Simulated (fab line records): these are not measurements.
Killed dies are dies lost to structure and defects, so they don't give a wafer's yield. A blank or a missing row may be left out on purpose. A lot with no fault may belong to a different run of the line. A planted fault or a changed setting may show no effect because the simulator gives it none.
fab line records | flow n5Finfet | part 2 of 2: steps 23 to 27 of 27
record: lots: 5 | wafers: 15 | lastDay: 17
route steps=1938 shown BEOL_M9@1413
lots with no fault: from the same line, run without faults
startH: start of the lot's first displayed wafer, in hours after the record's first day | waitH: hours elapsed since this lot's preceding step | " identical to the entry in the row above | L1.1+2: a single row standing in for several wafers | - value missing, or start not given | * or withheld: withheld | < > ~ a bound
route shown NAME@n: a module of which the file shows steps, and the number in the route of the first | usual: mean/standard deviation taken from wafers without a fault | same: alike in all rows | chamber/n: place in a boat | sites: each site's reading | _std_site: the values' standard deviation | _edge_site: the outer-site mean with the inner-site mean subtracted | radiusMm: for every site, how far away it sits from the centre of the wafer | mask NAME#n: copy n | behind: the tool/chamber that last shaped the wafer | hold: cause of the lot's hold/its duration in hours/its outcome | device: names the non-switching transistor (n, p or np) | end of line: the tests these same wafers got at the end of their route | for a step that has no rows: nothing shown but its recipe | killed: at the first sort, the dies lost to defects and structure; wafer yield is something else | map: the dies of a wafer, with x for killed, . for not killed, _ for no die there
set.NAME: the run value of the setting; set.NAME@STEP: its run value at that earlier step | model.NAME: the simulator's own value behind a step, which no gauge read
lots at selected steps of the route; one table per step, one row per wafer
services: from which hour (startH, from the record's first day; less than 0 if before it) a tool's chamber was out of use, for how many hours, and why
== steps ==
step: N5_BEOL_M9_OVL_MEAS_29
recipe: pointsPerWafer: 522
usual: V8_OVL: 0.5/0.74
lot.wafer | tool       | chamber | startH | waitH | V8_OVL[nm]
L080.1    | overlay-02 | 0       | 251.31 | 0.0   | 0.7
L080.3    | "          | 0       | "      | "     | -0.1
L080.4    | "          | 0       | "      | "     | 1.2
L083.2    | overlay-01 | 0       | 269.43 | 0.0   | 0.4
L083.4    | "          | 0       | "      | "     | 0.4
L083.6    | "          | 0       | "      | "     | 1.2
L084.2    | overlay-01 | 0       | 269.99 | 0.0   | 0.1
L084.4    | "          | 0       | "      | "     | 0.2
L084.5    | "          | 0       | "      | "     | 0.9
L090.2    | overlay-01 | 0       | 319.60 | 0.0   | 0.2
L090.4    | "          | 0       | "      | "     | -0.7
L090.6    | "          | 0       | "      | "     | -0.9
L097.1    | overlay-01 | 0       | 351.79 | 0.0   | -0.5
L097.2    | "          | 0       | "      | "     | 1.6
L097.6    | "          | 0       | "      | "     | 0.9
step: N5_BEOL_M9_INSPECT_30
recipe: mode: adi | inspectInstrument: brightfield
usual: rawDefectCount: 387/90
lot.wafer | tool             | chamber | startH | waitH | rawDefectCount
L080.1    | defectInspect-02 | -       | 251.37 | 0.1   | 545
L080.3    | "                | -       | "      | "     | 601
L080.4    | "                | -       | "      | "     | 555
L083.2    | defectInspect-02 | -       | 269.49 | 0.0   | 228
L083.4    | "                | -       | "      | "     | 302
L083.6    | "                | -       | "      | "     | 272
L084.2    | defectInspect-02 | -       | 270.04 | 0.0   | 415
L084.4    | "                | -       | "      | "     | 486
L084.5    | "                | -       | "      | "     | 292
L090.2    | defectInspect-02 | -       | 319.65 | 0.0   | 383
L090.4    | "                | -       | "      | "     | 417
L090.6    | "                | -       | "      | "     | 505
L097.1    | defectInspect-01 | -       | 351.85 | 0.1   | 419
L097.2    | "                | -       | "      | "     | 360
L097.6    | "                | -       | "      | "     | 391
step: N5_BEOL_M9_DESCUM_33
recipe: chemistry: O2 | timeS: 7 | sourcePowerW: 50 | biasPowerW: 20 | pressureMtorr: 20 | rfFrequencyHz: 2.712e+07 | tempC: 40 | resist: CAR-EUV | o2FlowSccm: 225
usual: biasPowerW: 20.00/0.061 | drypumpMotorCurrentA: 5.5/0.48 | oesProductAu: 0.78/0.091 | rfVppV: 243.2/1.4 | showerheadPlenumPTorr: 2.10/0.063 | throttleValvePct: 20.42/0.18
lot.wafer | tool       | chamber | startH | waitH | biasPowerW | drypumpMotorCurrentA | oesProductAu | rfHoursCounterH | rfVppV | showerheadPlenumPTorr | throttleValvePct
L080.1    | rieDiel-05 | 3       | 252.05 | 0.7   | 19.89      | 5.5                  | 0.73         | 188             | 242.2  | 1.99                  | 20.59
L080.3    | "          | 2       | "      | "     | 20.10      | 6.4                  | 0.68         | 241             | 241.0  | 1.99                  | 20.83
L080.4    | "          | 3       | "      | "     | 20.02      | 5.5                  | 0.74         | -               | 241.7  | 1.99                  | 20.59
L083.2    | rieDiel-05 | 2       | 269.78 | 0.3   | 20.06      | 6.3                  | 0.66         | 250             | 241.8  | 1.98                  | 20.84
L083.4    | "          | 3       | "      | "     | 20.00      | 5.5                  | 0.73         | 196             | 241.5  | 1.99                  | 20.59
L083.6    | "          | 0       | "      | "     | 20.02      | 6.4                  | 0.98         | -               | 243.5  | 2.06                  | 20.44
L084.2    | rieDiel-03 | 2       | 271.12 | 1.1   | 19.99      | 4.8                  | 0.90         | 32              | 242.6  | 2.14                  | 20.34
L084.4    | "          | 0       | "      | "     | 20.03      | 5.5                  | 0.78         | -               | 243.2  | 2.11                  | 20.42
L084.5    | "          | 3       | "      | "     | 20.09      | 5.4                  | 0.67         | -               | 241.9  | 2.06                  | 20.42
L090.2    | rieDiel-05 | 0       | 319.69 | 0.0   | 19.95      | 6.4                  | 0.92         | 25              | 242.3  | 2.05                  | 20.47
L090.4    | "          | 2       | "      | "     | 20.04      | 6.3                  | 0.95         | -               | 246.2  | 2.24                  | 20.46
L090.6    | "          | 0       | "      | "     | 19.94      | 6.4                  | 0.93         | -               | 242.1  | 2.05                  | 20.48
L097.1    | rieDiel-02 | 1       | 351.89 | 0.0   | 20.02      | 5.4                  | 0.83         | 74              | 241.2  | 2.13                  | 20.30
L097.2    | "          | 3       | "      | "     | 19.96      | 5.8                  | 0.71         | 215             | 244.0  | 2.16                  | 20.52
L097.6    | "          | 3       | "      | "     | 19.91      | 5.8                  | 0.71         | -               | 246.3  | 2.16                  | 20.52
step: N5_BEOL_M9_ETCH_76
recipe: chemistry: N2/H2 | target: underlayer | targetDepthA: 65 | maskMaterial: CAR-EUV | timeS: 5.2 | ionEnergyEv: 200 | pressureMtorr: 30 | sourceW: 840 | biasW: 150 | n2FlowSccm: 200 | h2FlowSccm: 200 | ends: cleared
usual: drypumpMotorCurrentA: 5.5/0.48 | etchRfOnTimeS: 5.19/0.085 | oesProductAu: 0.67/0.078 | rfVppV: 523.8/2.5 | showerheadPlenumPTorr: 2.54/0.074 | throttleValvePct: 17.84/0.19
lot.wafer | tool       | chamber | startH | waitH | drypumpMotorCurrentA | etchRfOnTimeS | oesProductAu | rfHoursCounterH | rfVppV | showerheadPlenumPTorr | throttleValvePct
L080.1    | rieDiel-05 | 3       | 252.08 | 0.0   | 5.5                  | 5.17          | 0.63         | 188             | 519.8  | 2.43                  | 18.04
L080.3    | "          | 2       | "      | "     | 6.4                  | 5.20          | 0.58         | 241             | 518.8  | 2.40                  | 18.22
L080.4    | "          | 3       | "      | "     | 5.5                  | 5.19          | 0.63         | -               | 520.4  | 2.43                  | 18.05
L083.2    | rieDiel-05 | 2       | 269.82 | 0.0   | 6.3                  | 5.30          | 0.56         | 250             | 520.5  | 2.40                  | 18.23
L083.4    | "          | 3       | "      | "     | 5.5                  | 5.21          | 0.62         | 196             | 520.8  | 2.43                  | 18.05
L083.6    | "          | 0       | "      | "     | 6.4                  | 5.18          | 0.84         | -               | 522.4  | 2.50                  | 17.81
L084.2    | rieDiel-03 | 2       | 271.16 | 0.0   | 4.9                  | 5.07          | 0.77         | 32              | 523.3  | 2.59                  | 17.75
L084.4    | "          | 0       | "      | "     | 5.5                  | 5.16          | 0.66         | -               | 524.2  | 2.55                  | 17.87
L084.5    | "          | 3       | "      | "     | 5.4                  | 5.23          | 0.59         | -               | 523.4  | 2.50                  | 17.87
L090.2    | rieDiel-05 | 0       | 319.72 | 0.0   | 6.4                  | 5.12          | 0.79         | 25              | 524.3  | 2.49                  | 17.83
L090.4    | "          | 2       | "      | "     | 6.3                  | 5.12          | 0.80         | -               | 529.3  | 2.71                  | 17.80
L090.6    | "          | 0       | "      | "     | 6.4                  | 5.14          | 0.78         | -               | 521.3  | 2.49                  | 17.85
L097.1    | rieDiel-02 | 1       | 351.92 | 0.0   | 5.4                  | 5.15          | 0.69         | 74              | 525.1  | 2.57                  | 17.65
L097.2    | "          | 3       | "      | "     | 5.7                  | 5.25          | 0.61         | 215             | 526.2  | 2.61                  | 17.82
L097.6    | "          | 3       | "      | "     | 5.8                  | 5.22          | 0.61         | -               | 528.1  | 2.61                  | 17.81
step: N5_BEOL_M9_ETCH_65
recipe: chemistry: CF4 | target: SiARC | targetDepthA: 156 | maskMaterial: CAR-EUV | timeS: 26 | ionEnergyEv: 80 | pressureMtorr: 40 | sourceW: 545 | biasW: 36 | Ar_flow_sccm: 100 | cf4FlowSccm: 100 | ends: cleared
usual: drypumpMotorCurrentA: 5.5/0.47 | etchRfOnTimeS: 25.9/0.4 | oesProductAu: 0.67/0.078 | rfVppV: 184.2/1.1 | showerheadPlenumPTorr: 2.14/0.06 | throttleValvePct: 15.61/0.18
lot.wafer | tool       | chamber | startH | waitH | drypumpMotorCurrentA | etchRfOnTimeS | oesProductAu | rfHoursCounterH | rfVppV | showerheadPlenumPTorr | throttleValvePct
L080.1    | rieDiel-05 | 3       | 252.10 | 0.0   | 5.5                  | 25.9          | 0.63         | 188             | 182.4  | 2.05                  | 15.78
L080.3    | "          | 2       | "      | "     | 6.4                  | 26.5          | 0.58         | 241             | 182.3  | 2.03                  | 15.96
L080.4    | "          | 3       | "      | "     | 5.5                  | 26.0          | 0.62         | -               | 182.6  | 2.05                  | 15.78
L083.2    | rieDiel-05 | 2       | 269.84 | 0.0   | 6.3                  | 26.3          | 0.57         | 250             | 183.4  | 2.02                  | 16.01
L083.4    | "          | 3       | "      | "     | 5.5                  | 25.6          | 0.62         | 196             | 183.7  | 2.04                  | 15.80
L083.6    | "          | 0       | "      | "     | 6.4                  | 25.3          | 0.84         | -               | 184.0  | 2.11                  | 15.58
L084.2    | rieDiel-03 | 2       | 271.17 | 0.0   | 4.8                  | 25.3          | 0.77         | 32              | 184.8  | 2.19                  | 15.49
L084.4    | "          | 0       | "      | "     | 5.5                  | 25.7          | 0.66         | -               | 184.6  | 2.14                  | 15.52
L084.5    | "          | 3       | "      | "     | 5.3                  | 26.3          | 0.59         | -               | 183.9  | 2.12                  | 15.71
L090.2    | rieDiel-05 | 0       | 319.74 | 0.0   | 6.4                  | 25.3          | 0.80         | 25              | 183.1  | 2.10                  | 15.61
L090.4    | "          | 2       | "      | "     | 6.3                  | 25.4          | 0.81         | -               | 185.5  | 2.28                  | 15.50
L090.6    | "          | 0       | "      | "     | 6.4                  | 25.4          | 0.79         | -               | 183.7  | 2.10                  | 15.59
L097.1    | rieDiel-02 | 1       | 351.94 | 0.0   | 5.4                  | 25.9          | 0.70         | 74              | 182.9  | 2.16                  | 15.35
L097.2    | "          | 3       | "      | "     | 5.8                  | 26.2          | 0.61         | 215             | 185.1  | 2.21                  | 15.78
L097.6    | "          | 3       | "      | "     | 5.8                  | 26.2          | 0.60         | -               | 185.3  | 2.21                  | 15.76
== services ==
tool          | chamber | startH | hours | kind
rieDiel-05    | 0       | 241.21 | -     | clean
rieDiel-05    | 0       | 241.21 | -     | consumableReplace:focusRing
rieDiel-05    | 0       | 241.21 | 16.2  | scheduledDown
rieDiel-05    | 0       | 241.21 | 16.2  | ventCycle
rieDiel-02    | -       | 243.38 | 28.1  | pm
rieDiel-05    | -       | 253.86 | 0.2   | repair
euvScanner-01 | -       | 260.61 | 12.0  | pm
rieDiel-05    | 2       | 270.57 | -     | clean
rieDiel-05    | 2       | 270.57 | -     | consumableReplace:focusRing
rieDiel-05    | 2       | 270.57 | -     | consumableReplace:showerhead
rieDiel-05    | 2       | 270.57 | 31.4  | scheduledDown
euvScanner-02 | -       | 272.61 | 1.0   | pm
euvScanner-01 | -       | 276.04 | 1.0   | pm
euvScanner-02 | -       | 278.69 | 4.6   | pm
euvScanner-01 | -       | 287.04 | 4.6   | pm
rieDiel-02    | 3       | 290.29 | 7.6   | repair
rieDiel-02    | 1       | 297.44 | 11.5  | repair
rieMetal-02   | -       | 312.15 | 1.4   | pm
rieDiel-03    | 0       | 312.23 | 12.7  | repair
euvScanner-01 | -       | 313.58 | 17.3  | pm
rieMetal-03   | 1       | 318.88 | 3.7   | repair
euvScanner-01 | -       | 330.88 | 5.8   | pm
euvScanner-02 | -       | 336.66 | 1.0   | pm
euvScanner-01 | -       | 337.67 | 1.0   | pm
